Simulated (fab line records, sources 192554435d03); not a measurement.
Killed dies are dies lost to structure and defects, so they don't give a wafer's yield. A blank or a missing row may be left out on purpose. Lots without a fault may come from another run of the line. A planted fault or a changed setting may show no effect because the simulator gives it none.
One fault seen from 2 desks | flow n5_finfet | each desk has only its own numbers; what lay behind them comes last

THE TOOL OWNER'S DESK: ald_sin-04
The tool's own readings at N5_MOL_CONTACT_COAG_ALD_27 (deposits SiOC, target thk 17 nm, pulse time 1.5 s, time 2720 s): means of the sampled wafers that have a number, for each lot that ran on this tool. A lot is out of limits, marked OUT, if its mean lies more than 4 standard deviations from the usual mean; the brackets give that distance.
Columns: A = heater_power_w at N5_MOL_CONTACT_COAG_ALD_27, usual 865 W; B = precursor_pulse_height_rel at N5_MOL_CONTACT_COAG_ALD_27, usual 0.999; C = run_length_s at N5_MOL_CONTACT_COAG_ALD_27, usual 2769.9 s; D = susceptor_temp_C at N5_MOL_CONTACT_COAG_ALD_27, usual 399.98 C
lot  | first seen here | A   | B     | C                        | D
L844 | day 6 15:46     | 754 | 1.014 | 2769.3                   | 400.01
L851 | day 8 04:40     | 751 | 0.989 | 2928.9 (+99 or more) OUT | 399.96
L852 | day 8 13:11     | 780 | 1.020 | 2929.3 (+99 or more) OUT | 400.06
This desk's finding: out of limits on L851, L852; first on L851, day 8 04:40 (run_length_s at N5_MOL_CONTACT_COAG_ALD_27). In limits: L844.

THE METROLOGY DESK
What the gauges read, lot by lot, whatever tool the lot ran on: means of the sampled wafers that have a number. A lot is out of limits, marked OUT, if its mean lies more than 4 standard deviations from the usual mean; the brackets give that distance. Of its 11 readings 7 are shown: those that lie furthest out on some lot.
Columns: A = VG_OVL at N5_MOL_CONTACT_COAG_OVL_MEAS_85, usual 0.0 nm; B = DIBL_P at N5_BEOL_M4_RC_MEAS_101, usual 36.9 mV/V; C = IOFF_N at N5_BEOL_M4_RC_MEAS_101, usual 0.17 nA/um; D = IOFF_P at N5_BEOL_M4_RC_MEAS_101, usual 0.22 nA/um; E = ION_P at N5_BEOL_M4_RC_MEAS_101, usual 465 uA/um; F = SS_P at N5_BEOL_M4_RC_MEAS_101, usual 73.5 mV/dec; G = VT_P at N5_BEOL_M4_RC_MEAS_101, usual -250 mV
lot  | first seen here | A    | B    | C    | D    | E   | F    | G
L841 | day 5 22:40     | -1.1 | 40.6 | 0.24 | 0.30 | 472 | 74.8 | -244
L843 | day 6 14:16     | 0.5  | 37.0 | 0.17 | 0.22 | 471 | 74.1 | -249
L844 | day 6 19:15     | 1.9  | 41.8 | 0.23 | 0.38 | 482 | 74.8 | -240
L845 | day 7 01:57     | 0.6  | 39.0 | 0.19 | 0.23 | 458 | 74.0 | -250
L851 | day 8 07:26     | 0.3  | 37.6 | 0.17 | 0.19 | 462 | 73.2 | -254
L852 | day 8 16:10     | -0.9 | 36.3 | 0.14 | 0.19 | 452 | 73.8 | -255
L855 | day 9 05:36     | -0.8 | 35.7 | 0.15 | 0.19 | 463 | 73.5 | -250
L857 | day 10 02:40    | 0.8  | 33.1 | 0.11 | 0.17 | 457 | 72.2 | -252
L858 | day 10 13:13    | 1.0  | 37.5 | 0.20 | 0.24 | 466 | 74.2 | -248
L860 | day 10 20:22    | 0.8  | 33.8 | 0.13 | 0.17 | 455 | 72.6 | -252
This desk's finding: nothing out of limits on any of the 10 lots.

PUT TOGETHER
The tool owner's desk could have raised an alarm at day 8 04:40, on L851, L852.
The metrology desk saw nothing out of limits.
The metrology desk has L851, L852 on record, within its limits.
Of the lots named, all ran N5_MOL_CONTACT_COAG_ALD_27 on ald_sin-04.

WHAT THE SIMULATOR HAD PUT IN
Process parameter drift: ald_sin-04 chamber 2, from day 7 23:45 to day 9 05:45, at N5_MOL_CONTACT_COAG_ALD_27. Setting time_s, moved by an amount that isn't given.
Lots struck among those shown: L851, L852.
Hours from the fault's start to each desk's first reading out of limits: the tool owner's desk, 5.
